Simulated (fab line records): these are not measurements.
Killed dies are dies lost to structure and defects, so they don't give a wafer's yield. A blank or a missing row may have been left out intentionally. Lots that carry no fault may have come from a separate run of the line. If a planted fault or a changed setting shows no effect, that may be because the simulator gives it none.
Struck lot and sound lot, side by side || flow n5Finfet || 38 steps out of a route of 1938
Sound: wafers L638.2, L638.3, L638.4. Struck: wafers L630.1, L630.2. (L630.5 of the same lot was not struck and is left out.) The cause comes at the end.
Order at every step that has rows: each side's tool, ch and its chambers, its first start. Under that, the readings that differ: sound wafers || struck wafers || difference of the means || sigmas: that difference in standard deviations of wafers without a fault.
alike: a reading whose means differ by less than 2 such deviations, as well as words and numbers matching on both sides. not compared: withheld readings; readings where some wafer has no value; bounds like >300 that might hide an equal value; numbers whose values overlap and for which the record gives no deviation.
Wherever a step has rows on one side only, a row that says differs or no value, or a row with sigmas, the two part there. Numbers that have no deviation but don't overlap get no sigmas and don't part them. A reading missing from all wafers of one side parts the sides only when that side holds two or more wafers.

first, 12 steps without rows for these wafers: N5_BEOL_M0_ALD_136 (deposits TaN, pulse time 2 s, purge time 3 s, co reactant purge time 2 s); N5_BEOL_M0_SURFACE_TREAT_137; N5_BEOL_M0_CVD_115 (deposits Co from CCTBA/H2, time 120 s); N5_BEOL_M0_SPUTTER_116 (material Cu, target thk 4 nm, time 7.37 s); N5_BEOL_M0_ANNEAL_117 (time 60 s); N5_BEOL_M0_SPUTTER_132 (material Cu, target thk 4 nm, time 7.37 s); N5_BEOL_M0_ANNEAL_133 (time 60 s); N5_BEOL_M0_SPUTTER_134 (material Cu, target thk 4 nm, time 7.37 s); N5_BEOL_M0_ANNEAL_135 (time 60 s); N5_BEOL_M0_SPUTTER_141 (material Cu, target thk 4 nm, time 7.37 s); N5_BEOL_M0_ECD_118 (material Cu, target thk 300 nm); N5_BEOL_M0_ANNEAL_119 (time 90 s).
N5_BEOL_M0_CMP_120: polishes, stops on SiOC, t overpolish 6.9 s.
  sound on cmp-04 ch 0,1,3, day 9 22:37; struck on cmp-03 ch 1,2, day 8 01:01
{"reading": "barrierFieldEndpointS (s)", "sound": "3.75 3.86 3.80", "struck": "7.18 7.16", "difference": "+3.37", "sigmas": "+26"}
{"reading": "timeToEndpointS (s)", "sound": "62 67 66", "struck": "80 82", "difference": "+16", "sigmas": "+5"}
  alike: motorCurrentA, overpolishRunS
  not compared: model.SiOC_of_BEOL_M0_SAQP_ILD_DEP_01.thkNm
then, 4 steps without rows for these wafers: N5_BEOL_M0_PRE_CLEAN_131 (time 15 s); N5_BEOL_M0_CO_CAP_123 (material Co, precursor CCTBA/H2, target thk 2 nm, time 102.1 s); N5_BEOL_M0_PRE_CLEAN_124 (time 15 s); N5_BEOL_M0_DEP_125 (deposits SiCN from 3MS/NH3, target thk 8 nm, time 14 s).
N5_BEOL_M0_INSPECT_127: inspects for defects (darkfield).
  sound: defectInspect-01 at day 9 23:09; struck: defectInspect-02 at day 8 01:32
{"reading": "rawDefectCount", "sound": "79 68 95", "struck": "3507 3616", "difference": "+3481", "sigmas": "+99 or more"}
then, 18 steps without rows for these wafers: N5_BEOL_M1_ILD_DEP_00 (deposits SiOC from DEMS/O2, target thk 79 nm, time 15.3 s); N5_BEOL_M1_PECVD_72 (deposits SiO2 from TEOS/O2, target thk 16 nm, time 18 s); N5_BEOL_M1_HM_DEP_02 (deposits TiN, target thk 20 nm); N5_BEOL_M1_COAT_61 (time 60 s, resist thk 60 nm); N5_BEOL_M1_COAT_62 (time 60 s, resist thk 12 nm); N5_BEOL_M1_COAT_73 (time 60 s, resist thk 5 nm); N5_BEOL_M1_COAT_05 (resist thk 30 nm); N5_BEOL_M1_EBR_07; N5_BEOL_M1_SOFTBAKE_06 (time 60 s); N5_BEOL_M1_EXPOSE_08 (exposes mask M1); N5_BEOL_M1_PEB_09 (peb time 60 s); N5_BEOL_M1_DEVELOP_10 (develop time 30 s); N5_BEOL_M1_DESCUM_16 (chemistry O2, time 7 s); N5_BEOL_M1_ETCH_74 (etches underlayer in N2/H2, target depth 6.5 nm, time 5.2 s); N5_BEOL_M1_ETCH_63 (etches SiARC in CF4, target depth 15.6 nm, time 26 s); N5_BEOL_M1_ETCH_64 (etches SOC in N2/H2, target depth 75 nm, overetch 15 nm, time 112.5 s); N5_BEOL_M1_STRIP_65 (strips in N2/H2); N5_BEOL_M1_STRIP_75 (strips in N2/H2).
N5_BEOL_M4_RC_MEAS_101:
  the record has rows for the sound wafers here (prober-02 ch 0, day 11 15:44) and none for the struck ones
-- record jumps: 6 days separate the struck wafers' starts on either side; left off in module BEOL_M4, taken up again in module PASSIVATION, whose first shown step is the route's number 1936 --
N5_PASSIVATION_PROBE_49:
  sound: prober-01 at day 16 08:00; struck: prober-02 at day 14 01:55
{"reading": "defectLimitedYield (%)", "sound": "91.7 91.1 89.7", "struck": "0 0", "difference": -91, "sigmas": -70}
{"reading": "killed_at_M0_to_M3", "sound": "36 44 47", "struck": "1117 1129", "difference": "+1081", "sigmas": "+99 or more"}
{"reading": "killedAtContacts", "sound": "25 18 9", "struck": "6 5", "difference": -12, "sigmas": -2}
{"reading": "killedDies", "sound": "98 105 121", "struck": "1180 1180", "difference": "+1072", "sigmas": "+71"}
{"reading": "killedOnRim", "sound": "14 13 15", "struck": "152 152", "difference": "+138", "sigmas": "+35"}
{"reading": "killedShort", "sound": "35 39 52", "struck": "20 24", "difference": -20, "sigmas": -3}
{"reading": "sortNPass", "sound": "1082 1075 1059", "struck": "0 0", "difference": -1072, "sigmas": -71}
{"reading": "sortYieldPct (%)", "sound": "91.7 91.1 89.7", "struck": "0 0", "difference": -91, "sigmas": -70}
  alike: killed_at_M4_up, killedAtFrontEnd, killedAtOther, killedOpen, sort_bin_5_function, sort_bin_6_memory, sort_bin_8_speed

WHERE THEY PART
Last at N5_PASSIVATION_PROBE_49 as far as this record goes, first at N5_BEOL_M0_CMP_120.

WHY: the cause the simulator had injected
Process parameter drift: cmp-03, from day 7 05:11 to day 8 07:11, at N5_BEOL_M0_CMP_120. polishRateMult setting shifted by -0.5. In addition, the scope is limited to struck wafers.
